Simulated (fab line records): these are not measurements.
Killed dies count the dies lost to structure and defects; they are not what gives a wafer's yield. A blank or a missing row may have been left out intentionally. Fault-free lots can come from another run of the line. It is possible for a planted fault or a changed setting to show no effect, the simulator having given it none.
A lot that was struck, set against a sound lot :: flow n5_finfet :: 16 steps out of a route of 1938
Sound: wafers L567.3, L567.4, L567.6. Struck: wafer L578.1. (L578.2, L578.5 of the same lot were not struck and are left out.) The cause comes at the end.
Order at every step that has rows: each side's tool, ch and its chambers, its first start. Under that, the readings that differ: sound wafers :: struck wafers :: difference of the means :: sigmas: that difference in standard deviations of wafers without a fault.
alike: words and numbers the same on both sides, and readings whose means are apart by under 2 such deviations; not compared: readings that were withheld, readings missing a value for some wafer, numbers with overlapping values and no deviation given by the record, and bounds like >300 which may hide the same value.
A row with sigmas, a row that says differs or no value, or rows on one side alone: a step with any of these is where the two part. When numbers do not overlap yet have no deviation, they are printed without sigmas and do not part them. A reading that every wafer of one side lacks parts them only if that side has two wafers or more.

N5_GATE_CUT_DESCUM_18: chemistry O2, time 7 s.
  sound on rie_diel-06 ch 1,2,3, day 5 13:17; struck on rie_diel-06 ch 0, day 8 03:00
  alike: drypump_motor_current_A, o2_flow_sccm, oes_product_au, rf_vpp_V, showerhead_plenum_p_Torr, temp_c, throttle_valve_pct
  not compared: rf_hours_counter_h
N5_GATE_CUT_ETCH_28: etches underlayer in N2/H2, target depth 13 nm, time 10.4 s.
  sound on rie_diel-06 ch 1,2,3, day 5 13:19; struck on rie_diel-06 ch 0, day 8 03:02
  alike: drypump_motor_current_A, etch_rf_on_time_s, h2_flow_sccm, oes_product_au, rf_vpp_V, showerhead_plenum_p_Torr, throttle_valve_pct
  not compared: rf_hours_counter_h
N5_GATE_CUT_ETCH_36: etches SiARC in CF4, target depth 13 nm, time 21.7 s.
  sound on rie_diel-06 ch 1,2,3, day 5 13:20; struck on rie_diel-06 ch 0, day 8 03:04
  alike: drypump_motor_current_A, etch_rf_on_time_s, oes_product_au, rf_vpp_V, showerhead_plenum_p_Torr, throttle_valve_pct
  not compared: rf_hours_counter_h
then, 7 steps without rows for these wafers: N5_GATE_CUT_ETCH_37 (etches SOC in N2/H2, target depth 60 nm, overetch 12 nm, time 90 s); N5_GATE_CUT_STRIP_38 (strips in N2/H2); N5_GATE_CUT_STRIP_39 (strips in N2/H2); N5_GATE_CUT_HM_OPEN_40 (chemistry C4F6/O2, target SiO2, target depth 139 nm, time 85.1 s); N5_GATE_CUT_STRIP_41 (strips in CF4); N5_GATE_CUT_STRIP_42 (strips in O2); N5_GATE_CUT_ETCH_19 (etches SiNx in CH3F/O2, target depth 53.7 nm, time 76.7 s).
N5_GATE_CUT_CUT_ETCH_53: etches W in SF6/Cl2, target depth 79.2 nm.
  sound on rie_metal-02 ch 0,1, day 5 13:42; struck on rie_metal-02 ch 0, day 8 03:24
reading: rf_hours_counter_h (h)
sound: - - -
struck: 141
difference: no value on the sound wafers
sigmas: 
  alike: drypump_motor_current_A, etch_rf_on_time_s, oes_product_au, throttle_valve_pct
then, 1 step without rows for these wafers: N5_GATE_CUT_CUT_ETCH_54 (etches TiN in Cl2/BCl3, target depth 96.7 nm).
N5_GATE_CUT_CUT_ETCH_55: etches HfO2 in BCl3, target depth 3.2 nm.
  sound on rie_metal-02 ch 0,1, day 5 13:49; struck on rie_metal-02 ch 0, day 8 03:31
reading: rf_hours_counter_h (h)
sound: - - -
struck: 141
difference: no value on the sound wafers
sigmas: 

reading: model.etch.depth_nm (nm)
sound: 3.301 3.154 3.268
struck: 4.459
difference: +1.218
sigmas: 
  alike: drypump_motor_current_A, oes_product_au, throttle_valve_pct
N5_GATE_CUT_ETCH_47: etches SiO2 in Cl2/BCl3, target depth 10 nm.
  sound on rie_metal-02 ch 0,1, day 5 13:50; struck on rie_metal-02 ch 0, day 8 03:33
reading: rf_hours_counter_h (h)
sound: - - -
struck: 141
difference: no value on the sound wafers
sigmas: 
  alike: drypump_motor_current_A, oes_product_au, throttle_valve_pct
-- record jumps: 3 days separate the struck wafers' starts on either side; left off in module GATE_CUT, taken up again in module BEOL_M4, whose first shown step is the route's number 1111 --
N5_BEOL_M4_RC_MEAS_101:
  sound on prober-02 ch 0, day 8 16:14; struck on prober-01 ch 0, day 11 14:30
  alike: DIBL_N, DIBL_P, IOFF_N, IOFF_P, ION_N, ION_P, SS_N, SS_P, VT_N, VT_P
-- the record jumps here: 4 days lie between the struck wafers' starts before and after (it left off in module BEOL_M4 and takes up again in module PASSIVATION, whose first step shown is number 1936 of the route) --
N5_PASSIVATION_PROBE_49:
  struck on prober-01, day 15 20:08; sound on prober-02, day 13 02:01
reading: killed_at_M0_to_M3
sound: 39 53 45
struck: 20
difference: -26
sigmas: -2

reading: killed_short
sound: 42 41 34
struck: 24
difference: -15
sigmas: -2

reading: sort_bin_6_memory (%)
sound: 2.7 3.6 4.0
struck: 2.0
difference: -1.4
sigmas: -2
  alike: defect_limited_yield, killed_at_M4_up, killed_at_contacts, killed_at_front_end, killed_at_other, killed_dies, killed_open, sort_bin_5_function, sort_n_pass, sort_yield_pct

== WHERE THEY PART ==
Earliest at N5_GATE_CUT_CUT_ETCH_53; latest, in this record, at N5_PASSIVATION_PROBE_49.

WHY: what the simulator had put in
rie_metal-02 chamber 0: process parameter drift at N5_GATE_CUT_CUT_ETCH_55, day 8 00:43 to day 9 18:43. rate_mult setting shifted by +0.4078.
